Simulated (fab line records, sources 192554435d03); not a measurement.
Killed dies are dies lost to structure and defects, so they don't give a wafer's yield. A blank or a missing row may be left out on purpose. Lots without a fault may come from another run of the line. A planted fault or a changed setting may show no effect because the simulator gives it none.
Chamber matching | flow n5_finfet | N5_BEOL_M7_STRIP_36 on rie_diel-02: 4 sister chambers
The step strips in N2/H2. 16 wafers are shown with their chamber, then 8 later ones without.

WAFERS WITH THEIR CHAMBER
wafer  | chamber | drypump_motor_current_A (A) | showerhead_plenum_p_Torr (Torr) | throttle_valve_pct (%)
L075.2 | 0       | 4.8                         | 2.59                            | 23.65
L075.3 | 2       | 6.1                         | 2.47                            | 23.66
L075.4 | 0       | 4.8                         | 2.59                            | 23.65
L078.1 | 1       | 5.6                         | 2.42                            | 23.97
L078.3 | 2       | 6.1                         | 2.46                            | 23.70
L078.5 | 2       | 6.0                         | 2.46                            | 23.73
L083.1 | 1       | 5.6                         | 2.42                            | 24.02
L083.4 | 2       | 6.0                         | 2.46                            | 23.70
L083.6 | 0       | 4.8                         | 2.59                            | 23.64
L088.2 | 2       | 6.0                         | 2.46                            | 23.73
L088.4 | 0       | 4.8                         | 2.58                            | 23.67
L088.5 | 0       | 4.8                         | 2.58                            | 23.65
L093.1 | 3       | 5.9                         | 2.41                            | 23.84
L093.3 | 3       | 5.9                         | 2.41                            | 23.81
L093.5 | 3       | 5.9                         | 2.41                            | 23.82
L096.1 | 1       | 5.6                         | 2.41                            | 24.05

SIGNATURES (means of the wafers above)
reading                  | chamber 0 | chamber 1 | chamber 2 | chamber 3 | scatter within a chamber
drypump_motor_current_A  | 4.800     | 5.600     | 6.040     | 5.900     | 0.0316
showerhead_plenum_p_Torr | 2.5860    | 2.4167    | 2.4620    | 2.4100    | 0.00471
throttle_valve_pct       | 23.6520   | 24.0133   | 23.7040   | 23.8233   | 0.0251
Rule: a wafer's distance from a chamber is the root of the sum, over the readings, of the square of ((its reading less the chamber's mean) divided by the reading's scatter). The wafer belongs to the nearest chamber; if the next one is less than 2 further off, it can't be placed. The scatter: the root of (the sum of the squares of (reading less its chamber's mean) over the shown wafers, divided by (wafers less chambers)).

WAFERS WITHOUT THEIR CHAMBER
wafer  | drypump_motor_current_A (A) | showerhead_plenum_p_Torr (Torr) | throttle_valve_pct (%)
L096.2 | 6.1                         | 2.44                            | 23.72
L096.3 | 4.8                         | 2.57                            | 23.70
L095.1 | 6.0                         | 2.44                            | 23.74
L095.2 | 5.6                         | 2.41                            | 24.06
L095.4 | 5.9                         | 2.40                            | 23.88
L097.4 | 5.9                         | 2.40                            | 23.84
L097.5 | 5.6                         | 2.41                            | 24.03
L097.6 | 6.1                         | 2.44                            | 23.81

WHICH CHAMBER EACH WENT THROUGH
wafer  | from the rows above | in truth
L096.2 | 2                   | 2
L096.3 | 0                   | 0
L095.1 | 2                   | 2
L095.2 | 1                   | 1
L095.4 | 3                   | 3
L097.4 | 3                   | 3
L097.5 | 1                   | 1
L097.6 | 2                   | 2
Placed correctly: 8 of 8. Can't be placed from these rows: 0. Placed wrongly: 0.
